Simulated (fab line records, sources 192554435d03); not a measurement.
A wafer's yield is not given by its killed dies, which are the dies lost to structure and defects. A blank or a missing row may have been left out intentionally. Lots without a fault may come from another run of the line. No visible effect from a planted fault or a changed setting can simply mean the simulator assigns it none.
Comparing a struck lot with a sound one || flow n5 finfet || 34 steps out of a route of 1938
Sound: the wafers L581.1, L581.3, L581.6. Struck: wafer L583.1. (L583.5, L583.6 of the same lot were not struck and are left out.) The cause comes at the end.
Per side, at each step with rows, come the tool, then ch with its chambers, and then its first start. Under that, the readings that differ: sound wafers || struck wafers || difference of the means || sigmas: that difference in standard deviations of wafers without a fault.
alike: readings whose means differ by less than 2 such deviations, and words and numbers that are the same on both sides. not compared: withheld readings, readings that some wafer has no value for, bounds like >300 that may hide the same value, and numbers for which the record gives no deviation and whose values overlap.
A row with sigmas, a row that says differs or no value, or rows on one side alone: a step with any of these is where the two part. When numbers do not overlap yet have no deviation, they are printed without sigmas and do not part them. Lack of a reading on every wafer of one side parts them only where that side has two or more wafers.

first, 9 steps without rows for these wafers: N5_SD_EPI_P_DEVELOP_08 (develop time 30 s); N5_SD_EPI_P_DESCUM_14 (chemistry O2, time 7.9 s); N5_SD_EPI_P_ETCH_36 (etches SiARC in CF4, target depth 45.5 nm, time 75.8 s); N5_SD_EPI_P_ETCH_37 (etches SOC in N2/H2, overetch 108 nm, time 486 s); N5_SD_EPI_P_STRIP_38 (strips in N2/H2); N5_SD_EPI_P_ETCHBACK_46 (etches SiNx in CH3F/O2, stops on SiO2, target depth 17.5 nm); N5_SD_EPI_P_ETCH_47 (etches SiOCN in CH3F/O2, target depth 25 nm); N5_SD_EPI_P_ETCH_16 (etches SiO2 in CHF3/O2, target depth 5 nm); N5_SD_EPI_P_STRIP_50 (strips in CHF3/O2).
N5_SD_EPI_P_SD_RECESS_17: chemistry HBr/Cl2/O2, target depth 39.1 nm, bt time 3 s.
  sound on rie si-04 ch 0,1,2, day 4 01:32; struck on rie si-04 ch 1, day 4 13:00
{"reading": "drypump motor current A (A)", "sound": "4.8 4.8 6.6", "struck": 6.7, "difference": "+1.3", "sigmas": "+2"}
{"reading": "model.etch.depth nm (nm)", "sound": "40.07 39.08 39.11", "struck": 34.13, "difference": -5.29, "sigmas": ""}
{"reading": "model.SD_EPI_P.feature depth nm (nm)", "sound": "40 39 39.2", "struck": 34.2, "difference": -5.2, "sigmas": ""}
  alike: bias w, oes product au, throttle valve pct
  not compared: rf hours counter h
then, 22 steps without rows for these wafers: N5_SD_EPI_P_WET_ETCH_45 (etches SiO2 in dHF, time 10.7 s, target depth 2 nm, rinse time 30 s); N5_SD_EPI_P_STRIP_40 (strips in N2/H2); N5_SD_EPI_P_PRECLEAN_52 (cleans in O3/DIW, time 60 s); N5_SD_EPI_P_SRD_20 (time 30 s); N5_SD_EPI_P_PRECLEAN_51 (cleans in NF3:NH3, afs cycles 1, time 20 s, sublimation time 60 s); N5_SD_EPI_P_VAPOR_ETCH_44 (etches SiGe30 in NF3/Ar, time 3.3 s); N5_SD_EPI_P_EPI_21 (deposits SiGe:B, time 355 s); N5_SD_EPI_P_HM_STRIP_48 (strips SiNx in H3PO4, material SiNx, target depth 3 nm); N5_SD_EPI_P_SRD_49 (time 30 s); N5_SD_EPI_P_PRECLEAN_24 (cleans in O3/DIW, time 45 s); N5_SD_EPI_P_PRECLEAN_32 (cleans in dHF, time 10 s); N5_SD_EPI_P_PRECLEAN_33 (cleans in SC2, time 45 s); N5_SD_EPI_P_SRD_25 (time 30 s); N5_SD_ACTIVATION_RTA_00 (time 0 s); N5_SD_ACTIVATION_LSA_01 (time 0.0008 s); N5_ILD0_LINER_00 (material SiNx, target thk 4 nm, pulse time 1 s, purge time 2 s); N5_ILD0_FCVD_FILL_01 (material SiO2 flowable, target thk 200 nm, time 328.3 s); N5_ILD0_CURE_02 (time 1800 s); N5_ILD0_CMP_03 (polishes, stops on SiNx, t overpolish 1.9 s, target thk 197.38 nm); N5_ILD0_CMP_07 (polishes SiO2 flowable, stops on poly-Si, t overpolish 1.18 s, target thk 138.88 nm); N5_ILD0_PRECLEAN_10 (cleans in NF3:NH3, afs cycles 5, time 20 s, sublimation time 60 s); N5_ILD0_ALD_15 (deposits SiNx, target thk 24 nm, pulse time 1 s, ald cycles 480).
-- the record jumps here: 5 days lie between the struck wafers' starts before and after (it left off in module ILD0 and takes up again in module BEOL_M4, whose first step shown is number 1111 of the route) --
N5_BEOL_M4_RC_MEAS_101:
  sound on prober-02 ch 0, day 8 20:42; struck on prober-01 ch 0, day 9 03:14
{"reading": "CJ_P", "sound": "5.87 5.86 5.76", "struck": 4.96, "difference": -0.87, "sigmas": -3}
{"reading": "ION_N (uA/um)", "sound": "682 677 658", "struck": 697, "difference": "+25", "sigmas": "+2"}
{"reading": "ION_P (uA/um)", "sound": "479 467 459", "struck": 450, "difference": -18, "sigmas": -3}
{"reading": "VT_P (mV)", "sound": "-246.7 -248.7 -249.8", "struck": -254.5, "difference": -6.1, "sigmas": -2}
  alike: DIBL_N, DIBL_P, IOFF_N, IOFF_P, SS_N, SS_P, VT_N
-- record jumps: 4 days separate the struck wafers' starts on either side; left off in module BEOL_M4, taken up again in module PASSIVATION, whose first shown step is the route's number 1936 --
N5_PASSIVATION_PROBE_49:
  sound: prober-01 at day 12 14:25; struck: prober-02 at day 12 16:10
{"reading": "killed at contacts", "sound": "15 12 16", "struck": 3, "difference": -11, "sigmas": -2}
  alike: defect limited yield, killed_at_M0_to_M3, killed_at_M4_up, killed at front end, killed at other, killed dies, killed open, killed short, sort_bin_5_function, sort_bin_6_memory, sort n pass, sort yield pct

## WHERE THEY PART
Last at N5_PASSIVATION_PROBE_49 as far as this record goes, first at N5_SD_EPI_P_SD_RECESS_17.

WHY: whatever the simulator had introduced
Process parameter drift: rie si-04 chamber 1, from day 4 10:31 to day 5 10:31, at N5_SD_EPI_P_SD_RECESS_17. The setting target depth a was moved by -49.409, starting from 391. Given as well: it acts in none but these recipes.
